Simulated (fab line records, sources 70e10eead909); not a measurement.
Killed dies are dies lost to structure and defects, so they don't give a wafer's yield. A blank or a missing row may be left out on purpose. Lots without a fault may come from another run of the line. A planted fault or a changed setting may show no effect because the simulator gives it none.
fab line records | flow nand_harc | part 1 of 2: steps 1 to 21 of 26
record lots=7 wafers=21 last_day=32
route steps=1302 shown A_CHANNEL_HOLE_D2@583 END@1302
lots that met no fault: from a run of the same line without faults
start_h: hours from the record's first day to the start of the lot's first wafer shown | wait_h: hours since the lot's step before | " the same as in the row above | L1.1+2: a row that stands for several wafers | - no value, or no start given | * or withheld: withheld | < > ~ a bound
route shown NAME@n: a module of which the file shows steps, and the number in the route of the first | usual: mean/standard deviation of fault-free wafers | same: alike in all rows | chamber/n: place in a boat | sites: the reading at each site | _std_site: their standard deviation | _edge_site: outer sites' mean less inner sites' | radius_mm: how far each site lies from the wafer's centre | mask NAME#n: copy n | behind: the tool/chamber that last shaped the wafer | hold: why the lot was held/for how many hours/how that ended | device: the transistor (n, p or np) that didn't switch | end of line: the same wafers' tests at the end of the route | a step without rows: its recipe alone | killed: dies lost to structure and defects at the first sort, not the wafer's yield | map: a wafer's dies, x killed, . not, _ none there
set.NAME: the setting as run; set.NAME@STEP: as run at that earlier step | model.NAME: the simulator's own value behind a step, which no gauge read
lots at some steps of the route; a table a step, a row a wafer
services: from which hour (start_h, from the record's first day; less than 0 if before it) a tool's chamber was out of use, for how many hours, and why
## steps
# step NHARC_A_CHANNEL_HOLE_D2_OVL_MEAS_11
# usual overlay_x_nm=-0.2/0.79 overlay_y_nm=0.1/0.89
# columns lot.wafer tool chamber start_h wait_h overlay_x_nm overlay_y_nm
L274.1 overlay-01 - 316.84 - 0.1 0.4
L274.3 " - " " -0.2 0.9
L274.6 " - " " 0.1 0.8
L278.1 overlay-01 - 348.85 - -0.4 0.3
L278.2 " - " " 0.0 1.2
L278.6 " - " " -0.7 0.6
L279.3 overlay-02 - 362.87 - -0.9 1.7
L279.4 " - " " -1.7 1.3
L279.5 " - " " -1.8 1.7
L280.3 overlay-01 - 378.95 - 1.2 0.9
L280.4 " - " " 1.1 0.2
L280.5 " - " " 0.7 0.6
L281.1 overlay-02 - 393.15 - -0.3 -0.6
L281.2 " - " " -0.3 0.1
L281.6 " - " " 0.1 -0.3
L284.1 overlay-01 - 412.97 - 0.1 -0.2
L284.2 " - " " 0.4 0.3
L284.6 " - " " 0.3 -0.6
L292.2 overlay-02 - 493.42 - -0.9 -0.4
L292.3 " - " " -1.0 0.2
L292.6 " - " " -0.7 -0.2
# step NHARC_A_CHANNEL_HOLE_D2_INSPECT_12
# usual raw_defect_count=29/21
# columns lot.wafer tool chamber start_h wait_h raw_defect_count
L274.1 defect_inspect-02 - 316.87 0.0 4
L274.3 " - " " 5
L274.6 " - " " 7
L278.1 defect_inspect-01 - 348.89 0.0 61
L278.2 " - " " 62
L278.6 " - " " 54
L279.3 defect_inspect-01 - 362.90 0.0 15
L279.4 " - " " 8
L279.5 " - " " 13
L280.3 defect_inspect-02 - 378.98 0.0 13
L280.4 " - " " 8
L280.5 " - " " 7
L281.1 defect_inspect-01 - 393.18 0.0 59
L281.2 " - " " 48
L281.6 " - " " 53
L284.1 defect_inspect-01 - 413.01 0.0 62
L284.2 " - " " 47
L284.6 " - " " 47
L292.2 defect_inspect-01 - 493.46 0.0 19
L292.3 " - " " 20
L292.6 " - " " 18
# step NHARC_A_CHANNEL_HOLE_D2_DESCUM_15
# recipe time_s=3 o2_flow_sccm=200 ar_flow_sccm=0 bias_power_w=0 chemistry=O2
# step NHARC_A_CHANNEL_HOLE_D2_ETCH_38
# recipe target_depth_a=390 over_etch_frac=0.3 time_s=65 ion_energy_ev=80 cf4_flow_sccm=150 ar_flow_sccm=0 rf_w=300 bias_w=100 chemistry=CF4
# step NHARC_A_CHANNEL_HOLE_D2_ETCH_39
# recipe target_depth_a=2600 over_etch_frac=0.3 time_s=325 ion_energy_ev=200 n2_flow_sccm=150 h2_flow_sccm=150 ar_flow_sccm=0 rf_w=400 bias_w=150 chemistry=N2/H2
# step NHARC_A_CHANNEL_HOLE_D2_ETCH_34
# recipe target_depth_a=1540 time_s=77 cf4_flow_sccm=100 chf3_flow_sccm=30 ar_flow_sccm=0 rf_w=500 bias_w=200 chemistry=CF4/CHF3
# step NHARC_A_CHANNEL_HOLE_D2_ETCH_16
# recipe target_depth_a=31000 over_etch_frac=0.3 time_s=806 ion_energy_ev=150 o2_flow_sccm=400 cos_flow_sccm=20 ar_flow_sccm=0 rf_w=500 bias_w=300 chemistry=O2/COS
# step NHARC_A_CHANNEL_HOLE_D2_CD_MEAS_18
# usual cd_nm=98/3.1
# columns lot.wafer tool chamber start_h wait_h cd_nm
L274.1 cd_sem-01 - 318.04 - 99
L274.3 " - " " 95
L274.6 " - " " 95
L278.1 cd_sem-01 - 350.06 - 95
L278.2 " - " " 94
L278.6 " - " " 99
L279.3 cd_sem-02 - 364.29 - 104
L279.4 " - " " 101
L279.5 " - " " 100
L280.3 cd_sem-02 - 380.15 - 102
L280.4 " - " " 101
L280.5 " - " " 95
L281.1 cd_sem-02 - 394.56 - 100
L281.2 " - " " 101
L281.6 " - " " 97
L284.1 cd_sem-02 - 414.18 - 104
L284.2 " - " " 102
L284.6 " - " " 103
L292.2 cd_sem-03 - 494.62 - 99
L292.3 " - " " 96
L292.6 " - " " 99
# step NHARC_A_CHANNEL_HOLE_D2_ETCH_19
# recipe bias_v=1200 source_w=2500 pressure_mtorr=15 time_s=34.5 ar_flow_sccm=375 c4f8_flow_sccm=28.8 o2_flow_sccm=96.2 temp_c=-20 target_depth_a=* chemistry=C4F8/O2/Ar
# step NHARC_A_CHANNEL_HOLE_D2_ETCH_20
# recipe bias_v=3000 source_w=withheld pressure_mtorr=20 time_s=361.9 ar_flow_sccm=375 c4f8_flow_sccm=89.3 o2_flow_sccm=35.7 temp_c=-20 target_depth_a=16000 chemistry=C4F8/O2/Ar
# step NHARC_A_CHANNEL_HOLE_D2_ETCH_21
# recipe bias_v=3000 source_w=withheld pressure_mtorr=20 time_s=514.3 ar_flow_sccm=375 c4f8_flow_sccm=89.3 o2_flow_sccm=35.7 temp_c=-20 target_depth_a=16000 chemistry=C4F8/O2/Ar
# usual c4f8_flow_sccm=89.30/0.28 chamber_pressure_mTorr=20.003/0.017 drypump_motor_current_A=5.8/0.48 showerhead_plenum_p_Torr=3.71/0.16 throttle_valve_pct=32.155/0.0089
# columns lot.wafer tool chamber start_h wait_h c4f8_flow_sccm chamber_pressure_mTorr drypump_motor_current_A rf_hours_counter_h showerhead_plenum_p_Torr throttle_valve_pct
L274.1 har_etch-01 0 318.62 0.3 89.76 19.994 5.2 161 3.67 32.152
L274.3 " 0 " " 88.79 19.983 5.2 - 3.67 32.161
L274.6 " 0 " " 89.49 19.979 5.2 - 3.67 32.155
L278.1 har_etch-02 1 350.56 0.3 88.69 20.030 5.7 390 3.40 32.151
L278.2 " 0 " " 89.13 20.027 6.6 390 3.53 32.154
L278.6 " 0 " " 88.46 19.973 6.5 - 3.53 32.156
L279.3 har_etch-02 1 365.78 0.3 89.93 20.012 5.7 - 3.40 32.154
L279.4 " 0 " " 89.15 20.010 6.5 - 3.53 32.151
L279.5 " 0 " " 89.46 20.021 6.5 - 3.53 32.159
L280.4 har_etch-01 1 380.80 0.3 89.02 19.991 5.6 - 3.67 32.158
L280.3 " 0 " " 89.63 19.990 5.2 - 3.65 32.161
L280.5 " 0 " " 89.77 19.997 5.2 - 3.65 32.150
L281.1 har_etch-01 1 395.54 0.3 89.17 19.987 5.7 211 3.67 32.160
L281.2 " 0 " " 89.84 19.987 5.2 211 3.64 32.160
L281.6 " 0 " " 89.65 19.979 5.2 - 3.64 32.157
L284.1 har_etch-02 0 414.68 0.3 89.23 20.017 6.5 15 3.92 32.157
L284.2 " 1 " " 89.79 19.999 5.7 15 3.92 32.144
L284.6 " 0 " " 89.22 19.998 6.5 - 3.92 32.157
L292.2 har_etch-01 0 495.11 0.3 89.10 20.049 5.2 268 3.61 32.160
L292.3 " 1 " " 88.78 20.000 5.7 - 3.64 32.155
L292.6 " 0 " " 89.37 20.007 5.2 - 3.61 32.146
# step NHARC_A_CHANNEL_HOLE_D2_ETCH_22
# recipe bias_v=3000 source_w=withheld pressure_mtorr=20 time_s=666.7 ar_flow_sccm=375 c4f8_flow_sccm=89.3 o2_flow_sccm=35.7 temp_c=-20 target_depth_a=16000 chemistry=C4F8/O2/Ar
# usual c4f8_flow_sccm=89.25/0.25 chamber_pressure_mTorr=20.000/0.017 drypump_motor_current_A=5.8/0.48 showerhead_plenum_p_Torr=3.71/0.16 throttle_valve_pct=32.156/0.009
# columns lot.wafer tool chamber start_h wait_h c4f8_flow_sccm chamber_pressure_mTorr drypump_motor_current_A rf_hours_counter_h showerhead_plenum_p_Torr throttle_valve_pct
L274.1 har_etch-01 0 319.08 0.4 88.73 20.018 5.2 161 3.67 32.153
L274.3 " 0 " " 89.38 20.004 5.2 - 3.67 32.169
L274.6 " 0 " " 88.97 19.988 5.2 - 3.67 32.163
L278.1 har_etch-02 1 351.00 0.4 89.20 19.996 5.7 391 3.40 32.151
L278.2 " 0 " " 89.15 20.025 6.6 391 3.53 32.154
L278.6 " 0 " " 88.98 20.023 6.6 - 3.53 32.172
L279.3 har_etch-02 1 366.27 0.4 89.70 20.000 5.7 - 3.40 32.162
L279.4 " 0 " " 89.20 19.975 6.5 - 3.53 32.146
L279.5 " 0 " " 89.08 19.979 6.5 - 3.53 32.139
L280.4 har_etch-01 1 381.28 0.4 89.13 19.998 5.7 - 3.67 32.148
L280.3 " 0 " " 89.13 20.020 5.2 - 3.65 32.158
L280.5 " 0 " " 89.57 20.039 5.2 - 3.65 32.148
L281.1 har_etch-01 1 395.99 0.4 89.16 20.010 5.6 211 3.67 32.153
L281.2 " 0 " " 89.08 19.992 5.2 211 3.64 32.160
L281.6 " 0 " " 89.04 19.993 5.2 - 3.64 32.154
L284.1 har_etch-02 0 415.12 0.4 89.38 20.002 6.5 16 3.92 32.149
L284.2 " 1 " " 89.66 19.978 5.7 16 3.92 32.147
L284.6 " 0 " " 89.29 19.999 6.5 - 3.92 32.135
L292.2 har_etch-01 0 495.56 0.4 89.79 20.019 5.2 268 3.61 32.162
L292.3 " 1 " " 89.34 20.021 5.6 - 3.64 32.160
L292.6 " 0 " " 89.75 20.004 5.2 - 3.61 32.164
# step NHARC_A_CHANNEL_HOLE_D2_ETCH_23
# recipe bias_v=5000 source_w=withheld pressure_mtorr=20 time_s=819 ar_flow_sccm=375 c4f8_flow_sccm=89.3 o2_flow_sccm=35.7 temp_c=-20 target_depth_a=16000 chemistry=C4F8/O2/Ar
# usual c4f8_flow_sccm=89.31/0.26 chamber_pressure_mTorr=20.000/0.019 drypump_motor_current_A=5.8/0.47 showerhead_plenum_p_Torr=3.71/0.16 throttle_valve_pct=32.154/0.01
# columns lot.wafer tool chamber start_h wait_h c4f8_flow_sccm chamber_pressure_mTorr drypump_motor_current_A rf_hours_counter_h showerhead_plenum_p_Torr throttle_valve_pct
L274.1 har_etch-01 0 319.67 0.5 89.72 19.976 5.2 162 3.67 32.150
L274.3 " 0 " " 88.83 20.038 5.2 - 3.67 32.163
L274.6 " 0 " " 89.46 19.999 5.2 - 3.67 32.157
L278.1 har_etch-02 1 351.56 0.5 89.29 19.926 5.7 391 3.40 32.141
L278.2 " 0 " " 89.30 19.973 6.5 391 3.53 32.161
L278.6 " 0 " " 88.89 20.001 6.5 - 3.53 32.152
L279.3 har_etch-02 1 366.89 0.5 - - - - - -
L279.4 " 0 " " - - - - - -
L279.5 " 0 " " - - - - - -
L280.4 har_etch-01 1 381.89 0.5 - - - - - -
L280.3 " 0 " " - - - - - -
L280.5 " 0 " " - - - - - -
L281.1 har_etch-01 1 396.55 0.5 - - - - - -
L281.2 " 0 " " - - - - - -
L281.6 " 0 " " - - - - - -
L284.1 har_etch-02 0 415.68 0.5 89.21 20.001 6.5 17 3.92 32.162
L284.2 " 1 " " 88.90 20.016 5.7 17 3.92 32.160
L284.6 " 0 " " 89.29 20.022 6.5 - 3.92 32.145
L292.2 har_etch-01 0 496.12 0.5 89.64 19.999 5.2 269 3.61 32.168
L292.3 " 1 " " 89.53 20.022 5.6 - 3.64 32.153
L292.6 " 0 " " 89.50 19.973 5.2 - 3.61 32.140
# step NHARC_A_CHANNEL_HOLE_D2_ETCH_24
# recipe bias_v=5000 source_w=withheld pressure_mtorr=20 time_s=906.2 ar_flow_sccm=375 c4f8_flow_sccm=93.8 o2_flow_sccm=31.2 temp_c=-20 target_depth_a=15000 chemistry=C4F8/O2/Ar
# usual c4f8_flow_sccm=93.77/0.29 chamber_pressure_mTorr=19.999/0.02 drypump_motor_current_A=5.8/0.48 showerhead_plenum_p_Torr=3.70/0.16 throttle_valve_pct=32.236/0.0096
# columns lot.wafer tool chamber start_h wait_h c4f8_flow_sccm chamber_pressure_mTorr drypump_motor_current_A rf_hours_counter_h showerhead_plenum_p_Torr throttle_valve_pct
L274.1 har_etch-01 0 320.38 0.6 93.93 19.945 5.2 162 3.67 32.231
L274.3 " 0 " " 93.64 20.049 5.2 - 3.67 32.245
L274.6 " 0 " " 94.03 19.988 5.2 - 3.67 32.233
L278.1 har_etch-02 1 352.26 0.6 93.64 20.006 5.7 392 3.40 32.230
L278.2 " 0 " " 93.92 19.984 6.5 392 3.53 32.222
L278.6 " 0 " " 93.55 19.990 6.5 - 3.53 32.232
L279.3 har_etch-02 1 367.61 0.6 93.68 19.987 5.7 - 3.39 32.219
L279.4 " 0 " " 94.04 19.999 6.5 - 3.52 32.254
L279.5 " 0 " " 94.15 19.972 6.5 - 3.52 32.226
L280.4 har_etch-01 1 382.60 0.6 93.43 20.006 5.6 - 3.67 32.230
L280.3 " 0 " " 93.04 19.991 5.2 - 3.65 32.247
L280.5 " 0 " " 93.48 19.964 5.2 - 3.65 32.239
L281.1 har_etch-01 1 397.24 0.6 93.93 20.002 5.6 212 3.66 32.254
L281.2 " 0 " " 94.09 19.996 5.2 212 3.64 32.227
L281.6 " 0 " " 94.16 19.962 5.2 - 3.64 32.244
L284.1 har_etch-02 0 416.37 0.6 93.72 20.025 6.5 17 3.92 32.244
L284.2 " 1 " " 93.83 19.995 5.7 17 3.92 32.214
L284.6 " 0 " " 94.13 20.009 6.5 - 3.92 32.245
L292.2 har_etch-01 0 496.81 0.6 93.83 19.968 5.2 270 3.61 32.219
L292.3 " 1 " " 93.58 19.975 5.7 - 3.63 32.223
L292.6 " 0 " " 93.91 19.992 5.2 - 3.61 32.240
# step NHARC_A_CHANNEL_HOLE_D2_ETCH_25
# recipe bias_v=5000 source_w=withheld pressure_mtorr=20 time_s=1040.2 ar_flow_sccm=375 c4f8_flow_sccm=93.8 o2_flow_sccm=31.2 temp_c=-20 target_depth_a=15000 chemistry=C4F8/O2/Ar
# step NHARC_A_CHANNEL_HOLE_D2_ETCH_26
# recipe bias_v=300 source_w=2000 pressure_mtorr=30 time_s=224.1 ar_flow_sccm=375 c4f8_flow_sccm=11.4 o2_flow_sccm=113.6 temp_c=-20 target_depth_a=3000 chemistry=C4F8/O2/Ar
# usual bias_v=299.9/3 c4f8_flow_sccm=11.40/0.036 drypump_motor_current_A=5.8/0.48 showerhead_plenum_p_Torr=3.75/0.17 throttle_valve_pct=24.585/0.009
# columns lot.wafer tool chamber start_h wait_h bias_v c4f8_flow_sccm drypump_motor_current_A rf_hours_counter_h showerhead_plenum_p_Torr throttle_valve_pct
L274.1 har_etch-01 0 321.95 0.6 300.4 11.40 5.2 164 3.71 24.578
L274.3 " 0 " " 303.6 11.38 5.2 - 3.71 24.578
L274.6 " 0 " " 299.5 11.33 5.2 - 3.71 24.584
L278.1 har_etch-02 1 353.90 0.7 301.2 11.38 5.7 394 3.43 24.587
L278.2 " 0 " " 305.4 11.40 6.5 394 3.57 24.593
L278.6 " 0 " " 300.8 11.44 6.6 - 3.57 24.593
L279.3 har_etch-02 1 369.06 0.5 301.5 11.38 5.7 - 3.43 24.580
L279.4 " 0 " " 292.3 11.43 6.5 - 3.56 24.578
L279.5 " 0 " " 300.3 11.44 6.5 - 3.56 24.592
L280.4 har_etch-01 1 384.07 0.5 302.5 11.43 5.7 - 3.72 24.595
L280.3 " 0 " " 299.7 11.39 5.2 - 3.69 24.577
L280.5 " 0 " " 298.8 11.38 5.2 - 3.69 24.588
L281.1 har_etch-01 1 398.90 0.7 296.6 11.40 5.7 214 3.71 24.587
L281.2 " 0 " " 297.7 11.40 5.2 214 3.69 24.569
L281.6 " 0 " " 302.1 11.38 5.2 - 3.69 24.567
L284.1 har_etch-02 0 418.02 0.7 302.0 11.42 6.5 19 3.98 24.592
L284.2 " 1 " " 302.1 11.41 5.7 19 3.98 24.588
L284.6 " 0 " " 299.4 11.34 6.5 - 3.98 24.591
L292.2 har_etch-01 0 498.45 0.7 301.5 11.43 5.2 271 3.65 24.580
L292.3 " 1 " " 300.0 11.36 5.6 - 3.68 24.584
L292.6 " 0 " " 298.2 11.37 5.2 - 3.65 24.592
# step NHARC_A_CHANNEL_HOLE_D2_ETCH_27
# recipe bias_v=400 source_w=2000 pressure_mtorr=25 time_s=90 ar_flow_sccm=375 c4f8_flow_sccm=41.7 o2_flow_sccm=83.3 temp_c=-20 target_depth_a=4000 chemistry=C4F8/O2/Ar
# step NHARC_A_CHANNEL_HOLE_D2_STRIP_41
# recipe n2_flow_sccm=150 h2_flow_sccm=150 ar_flow_sccm=0 bias_w=0 chemistry=N2/H2
# step NHARC_A_CHANNEL_HOLE_D2_STRIP_42
# recipe cf4_flow_sccm=100 chf3_flow_sccm=30 ar_flow_sccm=0 bias_w=0 chemistry=CF4/CHF3
# step NHARC_A_CHANNEL_HOLE_D2_STRIP_43
# recipe o2_flow_sccm=400 cos_flow_sccm=20 ar_flow_sccm=0 bias_w=0 chemistry=O2/COS
# step NHARC_A_CHANNEL_HOLE_D2_ETCH_44
# recipe target_depth_a=1400 overetch_a=140 time_s=77 ion_energy_ev=100 cf4_flow_sccm=80 o2_flow_sccm=20 ar_flow_sccm=0 rf_w=300 bias_w=100 chemistry=CF4/O2
# usual bias_w=100.0/0.31 cf4_flow_sccm=80.03/0.27 drypump_motor_current_A=5.5/0.42 oes_product_au=1.004/0.015 rf_vpp_V=197.4/1.2 showerhead_plenum_p_Torr=1.32/0.046 throttle_valve_pct=13.398/0.01
# columns lot.wafer tool chamber start_h wait_h bias_w cf4_flow_sccm drypump_motor_current_A oes_product_au rf_hours_counter_h rf_vpp_V showerhead_plenum_p_Torr throttle_valve_pct model.A_CHANNEL_HOLE_D2.cd_nm
L274.3 rie_diel-04 2 322.88 0.1 100.1 80.07 5.8 0.995 10.3 197.8 1.38 13.402 90.17
L274.1 " 3 " " 99.6 80.56 5.1 0.963 9.2 196.5 1.32 13.389 92.43
L274.6 " 0 " " 100.0 80.03 6.2 0.976 - 197.3 1.37 13.390 91.2
L278.1 rie_diel-08 1 354.85 0.1 100.4 80.03 5.0 1.010 9.2 196.6 1.32 13.395 91.14
L278.2 " 3 " " 99.4 79.90 5.6 1.013 9.5 198.2 1.40 13.380 89.69
L278.6 " 2 " " 99.8 79.70 5.4 0.993 - 196.3 1.26 13.380 90.11
L279.3 rie_diel-09 2 369.94 0.1 100.0 79.94 5.0 0.998 4.1 197.7 1.30 13.389 2.045
L279.4 " 0 " " 100.2 79.91 5.7 0.989 1.2 196.7 1.29 13.390 101.1
L279.5 " 2 " " 100.1 79.96 5.0 0.990 - 198.0 1.30 13.395 99.88
L280.4 rie_diel-04 0 385.00 0.1 99.6 79.51 6.2 0.987 1.7 197.3 1.37 13.398 100.6
L280.3 " 1 " " 100.1 79.86 5.7 1.015 1.6 197.6 1.30 13.395 102.4
L280.5 " 2 " " 100.1 79.93 5.8 1.001 - 198.7 1.38 13.399 94.74
L281.2 rie_diel-08 2 399.87 0.1 100.0 79.72 5.5 1.037 1.1 196.1 1.26 13.386 101.3
L281.1 " 1 " " 99.7 80.27 5.0 1.017 1.3 198.0 1.32 13.404 99.91
L281.6 " 3 " " 99.8 80.03 5.7 1.022 - 199.7 1.40 13.387 96.68
L284.1 rie_diel-04 0 418.97 0.0 99.7 79.78 6.2 0.988 4.4 197.0 1.37 13.397 90.03
L284.2 " 1 " " 100.2 80.42 5.7 1.009 5.1 197.7 1.30 13.394 89.09
L284.6 " 1 " " 99.9 79.62 5.7 1.001 - 198.4 1.30 13.398 88.71
L292.2 rie_diel-04 0 499.40 0.1 100.2 80.16 6.2 1.001 8.9 199.4 1.37 13.395 89.73
L292.3 " 2 " " 99.5 80.54 5.8 0.993 9.5 198.8 1.38 13.430 91.41
L292.6 " 3 " " 100.0 79.82 5.0 0.984 - 196.2 1.32 13.402 92.18
## key
first_sign step=NHARC_A_CHANNEL_HOLE_D2_ETCH_23 reading=tool_record direction=missing
effect step=NHARC_A_CHANNEL_HOLE_D2_CD_MEAS_31 reading=visit direction=added
effect step=NHARC_A_CHANNEL_HOLE_D2_CD_MEAS_31 reading=cd_nm direction=down sigmas=60 usual=89.7 struck=0.4
model_effect step=NHARC_A_CHANNEL_HOLE_D2_ETCH_44 value=A_CHANNEL_HOLE_D2.cd_nm without=88.8 struck=88.74
met_at NHARC_A_CHANNEL_HOLE_D2_ETCH_23
struck_wafers L279.3,L279.4,L279.5,L280.3,L280.4,L280.5,L281.1,L281.2,L281.6
scrapped_behind NHARC_A_CHANNEL_HOLE_D2_CD_MEAS_31 L279.3,L279.4,L279.5,L280.3,L280.4,L280.5,L281.1,L281.2,L281.6
onset_between 351.56 366.89
fault kind=skipped_step_whole tool=har_etch-01,har_etch-02 chamber=- onset_h=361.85 steps=NHARC_A_CHANNEL_HOLE_D2_ETCH_23 scope=struck_lots_only
